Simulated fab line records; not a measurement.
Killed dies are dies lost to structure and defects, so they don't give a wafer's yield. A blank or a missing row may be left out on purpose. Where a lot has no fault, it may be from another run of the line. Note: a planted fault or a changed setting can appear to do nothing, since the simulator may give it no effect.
Which tool was responsible?	flow nandHarc	Sampling: 7 lots, 21 wafers, 3 of 1302 route steps

## WHAT EACH GAUGE READ, for each wafer
NHARC_A_SGD_CUT_THK_MEAS_22: measures by ellipsometry.
lot	measured	on	thkNm (nm)
L626	day 19 23:52	filmMetro-02	150.4 148.2 148.4
L627	day 21 03:20	filmMetro-01	147.3 147.4 147.8
L630	day 22 20:14	filmMetro-02	148.9 148.0 146.2
L632	day 23 09:43	filmMetro-02	149.5 149.5 149.1
L631	day 23 14:23	filmMetro-02	146.7 147.8 148.1
L638	day 25 11:26	filmMetro-02	148.8 147.3 146.4
L641	day 26 20:52	filmMetro-01	147.5 148.2 149.7

## EACH LOT AND THE TOOL THAT RAN IT (in order: tool; ch and the chambers of the sampled wafers; start)
lot	NHARC_A_SGD_CUT_ETCH_16	NHARC_A_SGD_CUT_STRIP_17
L626	rieDiel-08 ch 0,2,3, day 19 23:52 or earlier	rieDiel-08 ch 0,1, day 19 23:52 or earlier
L627	rieDiel-13 ch 1,2, day 21 03:20 or earlier	rieDiel-13 ch 0,2,3, day 21 03:20 or earlier
L630	rieDiel-12 ch 0,2,3, day 22 20:14 or earlier	rieDiel-12 ch 0,2,3, day 22 20:14 or earlier
L632	rieDiel-08 ch 2,3, day 23 09:43 or earlier	rieDiel-08 ch 0,2,3, day 23 09:43 or earlier
L631	rieDiel-12 ch 1,2, day 23 14:23 or earlier	rieDiel-12 ch 0,1, day 23 14:23 or earlier
L638	rieDiel-13 ch 2,3, day 25 11:26 or earlier	rieDiel-13 ch 0,1,2, day 25 11:26 or earlier
L641	rieDiel-13 ch 1,2,3, day 26 20:52 or earlier	rieDiel-13 ch 0,2,3, day 26 20:52 or earlier
- NHARC_A_SGD_CUT_ETCH_16: etches the open film in C4F8/O2/Ar, target depth 310.5 nm, time 155.2 s.
- NHARC_A_SGD_CUT_STRIP_17: strips in O2.

## THE ANSWER, worked out from the rows above alone
Rule: usual is defined by the lots themselves. The widest of any qualifying gaps counts: lots, ordered by their means at a reading, are off when they make up no more than a third of the lots, leave a main group of 4 or more, and stand apart from it by 3 or more times the standard deviation of that group's means. The tables above print the reading to a certain number of digits; a main group whose means all agree to those digits is not used. Also off: a lot with no number at a reading for which 4 or more lots have one. Where the step has rows for the other lots, those lots are counted as sound.
No lot is off on any of the readings shown, so nothing can be concluded from this.

## WHAT HAD BEEN PUT IN BY THE SIMULATOR
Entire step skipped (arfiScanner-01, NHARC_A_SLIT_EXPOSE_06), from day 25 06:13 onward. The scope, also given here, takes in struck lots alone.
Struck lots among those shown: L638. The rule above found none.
